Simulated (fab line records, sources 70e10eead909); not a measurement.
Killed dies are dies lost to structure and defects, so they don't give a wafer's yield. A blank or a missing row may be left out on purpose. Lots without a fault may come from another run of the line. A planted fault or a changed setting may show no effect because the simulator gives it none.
Problem report in the 8D (eight disciplines) form, filled by code | flow nand_harc | the parts of the form that need people (team, actions taken, sign-off) are left out

1. THE PROBLEM
run_length_s at NHARC_A_SLIT_ETCH_15 reads a mean of 1791.3 s on 1 wafer of 1 lot; wafers without a fault read 1633.4 s with a standard deviation of 0.42. That is +99 or more standard deviations from the usual mean.
The step: etches the open film in O2/COS, target depth 6200 nm, time 1612 s.
First seen on wafer L584.1, day 26 04:19, on rie_diel-13. The record holds 33 wafers of 11 lots with a number at this step. Rule for "out", or "out of limits": more than 4 standard deviations from the usual mean. The other wafers with a number count as sound.

2. WHAT IT IS AND WHAT IT IS NOT
question                    | is                | is not
which readings at this step | run_length_s      | bias_w, drypump_motor_current_A, mfc_ar_sccm, oes_product_au, rf_vpp_V, showerhead_plenum_p_Torr, throttle_valve_pct
which lots                  | L584              | L568, L569, L571, L572, L574, L575, L586, L589, L590, L591
which wafers of those lots  | L584.1            | L584.2, L584.6
read on which tools         | rie_diel-13       | rie_diel-09, rie_diel-10
when                        | from day 26 04:19 | up to then (20 sound wafers); but 12 sound wafers of L586, L589, L590, L591 came after

3. SUSPECTS, AND WHAT RULES EACH OUT
Counting: a tool at a process step up to the reading stays a suspect if it ran every lot that is out. Sound lots after the first of them don't rule it out here, since some wafers of a struck lot are sound.
- rie_diel-02 at NHARC_A_SGD_CUT_ETCH_16 (etches the open film in C4F8/O2/Ar, target depth 310.5 nm, time 155.2 s): kept. It ran the lot that is out, L584 (day 25 21:16); its last sound lot up to then is L568 (day 19 10:30). NHARC_A_SGD_CUT_ETCH_16 gives no start for some lots, so the hours and the order of its lots are those of NHARC_A_SGD_CUT_ETCHBACK_24.
- rie_diel-02 at NHARC_A_SGD_CUT_ETCHBACK_24 (etches the open film in CH3F/O2, target depth 50 nm, time 92.857 s): kept. It ran the lot that is out, L584 (day 25 21:16).
- rie_diel-13 at NHARC_A_SLIT_ETCH_15 (etches the open film in O2/COS, target depth 6200 nm, time 1612 s): kept. It ran the lot that is out, L584 (day 26 04:19); its last sound lot up to then is L575 (day 22 06:08). Its own readings are out on those wafers: run_length_s.
- Within rie_diel-02 at NHARC_A_SGD_CUT_ETCH_16: the wafers that are out ran in chamber 3; their sound lot-mates ran in chambers 1, 2.
- Within rie_diel-02 at NHARC_A_SGD_CUT_ETCHBACK_24: the wafers that are out ran in chamber 0; their sound lot-mates ran in chambers 2, 3.
- Within rie_diel-13 at NHARC_A_SLIT_ETCH_15: the wafers that are out ran in chamber 3; their sound lot-mates ran in chambers 1, 2.
Left after counting: rie_diel-02 at NHARC_A_SGD_CUT_ETCH_16, rie_diel-02 at NHARC_A_SGD_CUT_ETCHBACK_24, rie_diel-13 at NHARC_A_SLIT_ETCH_15.

4. THE CAUSE (what the simulator had put in)
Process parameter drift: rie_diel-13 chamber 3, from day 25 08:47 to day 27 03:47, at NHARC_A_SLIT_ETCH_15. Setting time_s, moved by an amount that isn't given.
Counting left 3 suspects, and this tool is among them.

5. THE CHAIN OF EFFECTS, in route order
Each row: a reading whose mean over the struck wafers that have a number lies more than 3 standard deviations from the usual. Only readings for which the record gives a usual standard deviation are gone through. hours: the time from each lot's start at the first step in this table that gives one to its start at this step, as a median over the lots. sigmas: the change in usual standard deviations.
hours | step                 | reading      | usual    | on struck wafers | change | sigmas
0     | NHARC_A_SLIT_ETCH_15 | run_length_s | 1633.4 s | 1791.3           | +157.9 | +99 or more
The process steps in it:
- NHARC_A_SLIT_ETCH_15: etches the open film in O2/COS, target depth 6200 nm, time 1612 s.

6. WHAT WOULD HAVE CAUGHT IT SOONER
In this record the first reading out of limits was taken at day 26 04:19, 20 hours after the fault began at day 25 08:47.
